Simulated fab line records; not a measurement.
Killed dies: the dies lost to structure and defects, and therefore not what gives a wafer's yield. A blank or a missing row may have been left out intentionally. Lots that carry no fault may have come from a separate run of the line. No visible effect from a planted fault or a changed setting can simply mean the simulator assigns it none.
Matching of chambers -- flow n5Finfet -- N5_BEOL_M6_DESCUM_33 on rieDiel-05 has 4 sister chambers
The step chemistry O2, time 7 s. 8 wafers are shown with their chamber, then 12 later ones without.

EACH WAFER AND ITS CHAMBER
wafer,chamber,drypumpMotorCurrentA (A),throttleValvePct (%)
L079.1,2,6.6,20.68
L083.6,1,6.3,20.31
L084.2,0,6.0,20.25
L084.3,3,4.9,20.02
L084.6,0,5.9,20.24
L086.1,1,6.4,20.30
L086.3,3,4.9,20.02
L086.5,2,6.6,20.70

WAFERS WITHOUT THEIR CHAMBER
wafer,drypumpMotorCurrentA (A),throttleValvePct (%)
L090.2,6.0,20.26
L090.3,6.4,20.32
L090.5,6.0,20.26
L091.2,6.0,20.26
L091.3,6.4,20.33
L091.6,4.9,20.05
L094.1,6.4,20.33
L094.5,6.6,20.72
L094.6,6.4,20.34
L095.2,6.0,20.26
L095.3,6.4,20.35
L095.4,6.0,20.27

WHICH CHAMBER EACH ONE RAN IN
wafer,from the rows above,in truth
L090.2,0,0
L090.3,1,1
L090.5,0,0
L091.2,0,0
L091.3,1,1
L091.6,3,3
L094.1,1,1
L094.5,2,2
L094.6,1,1
L095.2,0,0
L095.3,1,1
L095.4,0,0
Correct placement for 12 of the 12. Number that these rows cannot place: 0. Wrongly placed: 0.
How it was worked out, from the rows above alone: a wafer's distance from a chamber is the root of the sum, over the readings, of the square of ((its reading less the chamber's mean) divided by the reading's scatter). If the next closest chamber is less than 2 further off than the closest, the wafer can't be placed; otherwise it belongs to the closest. The mean given for a chamber averages the wafers shown for that chamber. The scatter is the square root of a quotient: the sum, over the shown wafers, of each reading's squared deviation from its chamber's mean, divided by wafers minus chambers.
